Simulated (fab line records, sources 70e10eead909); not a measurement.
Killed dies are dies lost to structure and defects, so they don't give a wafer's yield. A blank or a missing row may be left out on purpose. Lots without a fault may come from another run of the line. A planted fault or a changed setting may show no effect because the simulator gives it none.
Which tool did it? | flow nand_harc | 14 lots, 40 wafers sampled, at 5 steps of a route of 1159

WHAT THE GAUGES READ, wafer by wafer
NHARC_A_SLIT_INSPECT_11. Usual: raw_defect_count 22, standard deviation 12.
lot  | measured     | on                | raw_defect_count | flag
L480 | day 13 23:27 | defect_inspect-01 | 14 11 4          |
L483 | day 14 09:50 | defect_inspect-01 | 22 18 25         |
L482 | day 14 15:52 | defect_inspect-02 | 9 13 8           |
L484 | day 15 07:31 | defect_inspect-02 | 23 38 28         |
L485 | day 15 13:01 | defect_inspect-01 | 15 7 11          |
L486 | day 16 12:26 | defect_inspect-01 | 20 30 29         |
L487 | day 16 12:39 | defect_inspect-02 | 22 25 22         |
L488 | day 16 13:38 | defect_inspect-02 | 12 21 22         |
L490 | day 16 23:08 | defect_inspect-01 | 25 29 27         |
L499 | day 18 12:05 | defect_inspect-02 | 20 14            |
L498 | day 18 18:22 | defect_inspect-02 | 22 12            |
L500 | day 19 15:32 | defect_inspect-02 | 15 9 18          |
L503 | day 19 17:19 | defect_inspect-02 | 8 10 14          |
L502 | day 19 22:39 | defect_inspect-02 | 19 22 23         |

NHARC_END_SORT_01. Usual: killed_at_array 28, standard deviation 8.9; killed_at_other 0.8, standard deviation 1.2; killed_at_periphery 3.3, standard deviation 2.3; killed_dies 32, standard deviation 9.4; killed_open 3.2, standard deviation 1.8; killed_short 1.9, standard deviation 1.4.
lot  | measured     | on        | killed_at_array | killed_at_other | killed_at_periphery | killed_dies | killed_open | killed_short | flag
L499 | day 23 23:56 | prober-01 | 672 14          | 0 0             | 5 0                 | 677 14      | 4 2         | 2 2          | OFF
L498 | day 24 07:40 | prober-01 | 674 676         | 1 0             | 2 1                 | 677 677     | 4 2         | 4 1          | OFF

WHICH TOOL RAN EACH LOT (tool, then ch and the chambers of the sampled wafers, then the start)
lot  | NHARC_A_SLIT_DEP_23             | NHARC_A_WL_FILL_ALD_00           | NHARC_A_WL_FILL_ETCHBACK_16
L480 | pecvd-02 ch 1,2, day 13 22:49   | ald_hk-04 ch 0,3, day 14 11:46   | rie_diel-12 ch 0,3, day 15 03:20
L483 | pecvd-01 ch 0,2, day 14 09:02   | ald_hk-02 ch 0,1, day 14 20:53   | rie_diel-07 ch 2,3, day 15 11:40
L482 | pecvd-02 ch 0,2, day 14 15:04   | ald_hk-02 ch 0,3, day 15 03:11   | rie_diel-12 ch 0,1, day 15 23:08
L484 | pecvd-01 ch 0,1, day 15 06:43   | ald_hk-03 ch 0,1,2, day 15 19:55 | rie_diel-07 ch 0,2, day 16 13:29
L485 | pecvd-03 ch 0,1,2, day 15 12:13 | ald_hk-03 ch 1,2,3, day 16 01:47 | rie_diel-12 ch 1,2,3, day 16 16:52
L486 | pecvd-01 ch 0,1,2, day 16 11:37 | ald_hk-02 ch 1,2,3, day 16 22:56 | rie_diel-12 ch 1,3, day 17 21:49
L487 | pecvd-01 ch 0,1, day 16 11:50   | ald_hk-02 ch 1,2, day 16 23:03   | rie_diel-03 ch 0,1,2, day 17 21:49
L488 | pecvd-01 ch 0,2, day 16 12:51   | ald_hk-03 ch 1,2,3, day 17 01:41 | rie_diel-12 ch 0,1,3, day 18 01:24
L490 | pecvd-02 ch 0,1, day 16 22:22   | ald_hk-03 ch 0,2,3, day 17 10:29 | rie_diel-03 ch 0,2,3, day 18 04:50
L499 | pecvd-02 ch 2, day 18 11:27     | ald_hk-04 ch 0,3, day 18 23:21   | rie_diel-12 ch 1,3, day 19 21:34
L498 | pecvd-03 ch 0,1, day 18 17:33   | ald_hk-02 ch 0,2, day 19 06:09   | rie_diel-12 ch 0,1, day 19 22:47
L500 | pecvd-03 ch 0,1,2, day 19 14:53 | ald_hk-02 ch 2,3, day 20 02:49   | rie_diel-03 ch 0,2, day 21 05:32
L503 | pecvd-01 ch 1,2, day 19 16:38   | ald_hk-04 ch 2,3, day 20 02:50   | rie_diel-07 ch 0,1,2, day 21 05:29
L502 | pecvd-03 ch 0,1, day 19 21:51   | ald_hk-02 ch 0,3, day 20 12:19   | rie_diel-03 ch 1,2, day 21 09:47
- NHARC_A_SLIT_DEP_23: deposits SiON, target thk 100 nm.
- NHARC_A_WL_FILL_ALD_00: deposits Al2O3, target thk 3 nm, pulse time 3 s, ald cycles 30.
- NHARC_A_WL_FILL_ETCHBACK_16: etches the open film in C4F8/O2/Ar, target depth 88 nm, time 17.6 s.

WHAT THE TOOLS THEMSELVES READ (means of the sampled wafers that have a number; where no wafer has one, the mark that the record gives instead)
NHARC_A_SLIT_DEP_23. Usual: heater_power_outer_w 435 W, standard deviation 64; heater_power_w 743 W, standard deviation 86; rf_fwd_power_W 348.7 W, standard deviation 1.1; showerhead_vpp_V 1132 V, standard deviation 43.
lot  | tool     | heater_power_outer_w (W) | heater_power_w (W) | rf_fwd_power_W (W) | showerhead_vpp_V (V) | flag
L480 | pecvd-02 | 421                      | 740                | 346.9              | 1191                 |
L483 | pecvd-01 | 409                      | 750                | 349.4              | 1080                 |
L482 | pecvd-02 | 415                      | 730                | 348.3              | 1205                 |
L484 | pecvd-01 | 512                      | 815                | 348.1              | 1145                 |
L485 | pecvd-03 | 405                      | 699                | 349.8              | 1120                 |
L486 | pecvd-01 | 478                      | 807                | 349.7              | 1113                 |
L487 | pecvd-01 | 553                      | 885                | 347.6              | 1139                 |
L488 | pecvd-01 | 506                      | 867                | 348.7              | 1114                 |
L490 | pecvd-02 | 398                      | 692                | 347.7              | 1150                 |
L499 | pecvd-02 | 461                      | 780                | 347.6              | 1228                 |
L498 | pecvd-03 | 428                      | 748                | 348.6              | 1100                 |
L500 | pecvd-03 | 427                      | 738                | 348.9              | 1114                 |
L503 | pecvd-01 | 413                      | 732                | 348.6              | 1095                 |
L502 | pecvd-03 | 455                      | 778                | 349.9              | 1117                 |

NHARC_A_WL_FILL_ALD_00. Usual: heater_power_outer_w 238 W, standard deviation 22; heater_power_w 436 W, standard deviation 42; precursor_pulse_height_rel 0.996, standard deviation 0.019.
lot  | tool      | heater_power_outer_w (W) | heater_power_w (W) | precursor_pulse_height_rel | flag
L480 | ald_hk-04 | 264                      | 460                | 0.994                      |
L483 | ald_hk-02 | 230                      | 396                | 0.999                      |
L482 | ald_hk-02 | 232                      | 438                | 0.997                      |
L484 | ald_hk-03 | 233                      | 415                | 1.004                      |
L485 | ald_hk-03 | 257                      | 460                | 1.000                      |
L486 | ald_hk-02 | 230                      | 441                | 1.006                      |
L487 | ald_hk-02 | 227                      | 442                | 1.005                      |
L488 | ald_hk-03 | 259                      | 471                | 0.995                      |
L490 | ald_hk-03 | 243                      | 434                | 0.991                      |
L499 | ald_hk-04 | 253                      | 444                | 0.976                      |
L498 | ald_hk-02 | 233                      | 403                | 0.964                      |
L500 | ald_hk-02 | 233                      | 444                | 0.983                      |
L503 | ald_hk-04 | 240                      | 447                | 1.000                      |
L502 | ald_hk-02 | 235                      | 430                | 1.009                      |

NHARC_A_WL_FILL_ETCHBACK_16. Usual: oes_product_au 0.98 a.u., standard deviation 0.031; rf_fwd_power_W 588 W, standard deviation 3; rf_vpp_V 722 V, standard deviation 3.3.
lot  | tool        | oes_product_au (a.u.) | rf_fwd_power_W (W) | rf_vpp_V (V) | flag
L480 | rie_diel-12 | 0.99                  | 589                | 722          |
L483 | rie_diel-07 | 1.00                  | 585                | 724          |
L482 | rie_diel-12 | 0.92                  | 587                | 727          |
L484 | rie_diel-07 | 0.99                  | 586                | 724          |
L485 | rie_diel-12 | 0.92                  | 587                | 722          |
L486 | rie_diel-12 | 1.00                  | 587                | 722          |
L487 | rie_diel-03 | 1.00                  | 591                | 721          |
L488 | rie_diel-12 | 0.99                  | 588                | 724          |
L490 | rie_diel-03 | 1.01                  | 589                | 722          |
L499 | rie_diel-12 | 0.82                  | 585                | 725          | OFF
L498 | rie_diel-12 | 0.64                  | 584                | 726          | OFF
L500 | rie_diel-03 | 1.00                  | 590                | 720          |
L503 | rie_diel-07 | 1.00                  | 589                | 722          |
L502 | rie_diel-03 | 1.00                  | 593                | 722          |

THE ANSWER, worked out from the rows above alone
Rule: a lot is off if the mean of its wafers that have a number lies more than 3 standard deviations from the usual mean. A lot without any number at a reading at which 4 lots or more have one is off too. The other lots that the step has rows for count as sound. The gauges are gone through in route order, then the tools' own readings, and for those a lot's mean is taken as printed above. The first step at which some lot is off is used, and at that step the reading that is off furthest; a lot without a number counts as furthest.
Off: L499, L498, at NHARC_END_SORT_01 (killed_at_array). Neither off nor sound, because the step has no rows for them: L480, L483, L482, L484, L485, L486, L487, L488, L490, L500, L503, L502.
A tool fits if, at a process step before that reading, it ran every lot that is off, and no sound lot after the first of them. The gauges at NHARC_END_SORT_01 aren't tried: what is off there is off at NHARC_A_WL_FILL_ETCHBACK_16 too, on other tools, and a gauge's error can't cause that. One fits: rie_diel-12 at NHARC_A_WL_FILL_ETCHBACK_16. It ran no sound lot before its first lot that is off in this sample, so the start can't be narrowed down.

WHAT THE SIMULATOR HAD PUT IN
Process parameter drift: rie_diel-12, from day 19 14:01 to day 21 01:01, at NHARC_A_WL_FILL_ETCHBACK_16. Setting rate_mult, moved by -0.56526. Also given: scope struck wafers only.
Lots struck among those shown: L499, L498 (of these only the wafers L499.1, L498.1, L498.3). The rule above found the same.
